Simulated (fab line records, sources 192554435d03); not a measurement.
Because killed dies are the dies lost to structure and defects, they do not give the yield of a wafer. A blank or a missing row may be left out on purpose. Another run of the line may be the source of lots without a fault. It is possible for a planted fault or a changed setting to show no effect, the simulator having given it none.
3 desks, one fault | flow n5-finfet | numbers are kept per desk, each desk with only its own; the story behind them comes last

THE METROLOGY DESK
Means of the sampled wafers that have a number, per lot and without regard to the tool the lot ran on: this is what the gauges read. If a lot's mean is further than 4 standard deviations from the usual mean, the lot is out of limits and carries the mark OUT (the distance appears in the brackets).
Columns: A = TV_OVL at N5_PASSIVATION_OVL_MEAS_60, usual -3 nm; B = cd-nm at N5_PASSIVATION_CD_MEAS_30, usual 3999.3 nm; C = PAD_OVL at N5_PASSIVATION_OVL_MEAS_63, usual 1 nm; D = cd-nm at N5_PASSIVATION_CD_MEAS_44, usual 40000 nm
lot  | first seen here | A  | B      | C  | D
L318 | day 12 07:16    | -3 | 3999.0 | 0  | 39998
L321 | day 12 19:44    | 2  | 4000.2 | 5  | 40002
L325 | day 13 17:31    | 1  | 3999.7 | -1 | 40001
L336 | day 16 08:19    | -1 | 3999.3 | 5  | 40002
L338 | day 16 23:42    | -4 | 3999.4 | 8  | 39997
Result from this desk: across the 5 lots, nothing is out of limits.

THE DEFECT DESK
What the inspections along the route counted, lot by lot: means of the sampled wafers that have a number. If a lot's mean is further than 4 standard deviations from the usual mean, the lot is out of limits and carries the mark OUT (the distance appears in the brackets).
Columns: A = raw-defect-count at N5_PASSIVATION_INSPECT_61, usual 2.0; B = raw-defect-count at N5_PASSIVATION_INSPECT_64, usual 2.0
lot  | first seen here | A   | B
L318 | day 12 07:18    | 3.7 | 2.7
L321 | day 12 19:46    | 1.3 | 2.0
L325 | day 13 17:32    | 2.3 | 2.0
L336 | day 16 08:20    | 2.7 | 1.7
L338 | day 16 23:43    | 2.0 | 2.7
Result from this desk: across the 5 lots, nothing is out of limits.

DESK OF THE TOOL OWNER: pvd-sputter-02
The tool's own readings at N5_PASSIVATION_AL_DEP_21 (deposits Al, target thk 2800 nm, time 170 s): means of the sampled wafers that have a number, for each lot that ran on this tool. If a lot's mean is further than 4 standard deviations from the usual mean, the lot is out of limits and carries the mark OUT (the distance appears in the brackets).
Columns: A = substrate-temp-c at N5_PASSIVATION_AL_DEP_21, usual 400.01 C; B = throttle-valve-pct at N5_PASSIVATION_AL_DEP_21, usual 29.7 %
lot  | first seen here | A      | B
L321 | day 12 21:23    | 399.97 | 30.2
L325 | day 13 18:37    | 399.90 | 29.7
Result from this desk: across the 2 lots, nothing is out of limits.

BROUGHT TOGETHER
Metrology desk: nothing out of limits seen.
Nothing the defect desk looked at was out of limits.
The desk of the tool owner found nothing out of limits.

WHAT HAD BEEN PUT IN BY THE SIMULATOR
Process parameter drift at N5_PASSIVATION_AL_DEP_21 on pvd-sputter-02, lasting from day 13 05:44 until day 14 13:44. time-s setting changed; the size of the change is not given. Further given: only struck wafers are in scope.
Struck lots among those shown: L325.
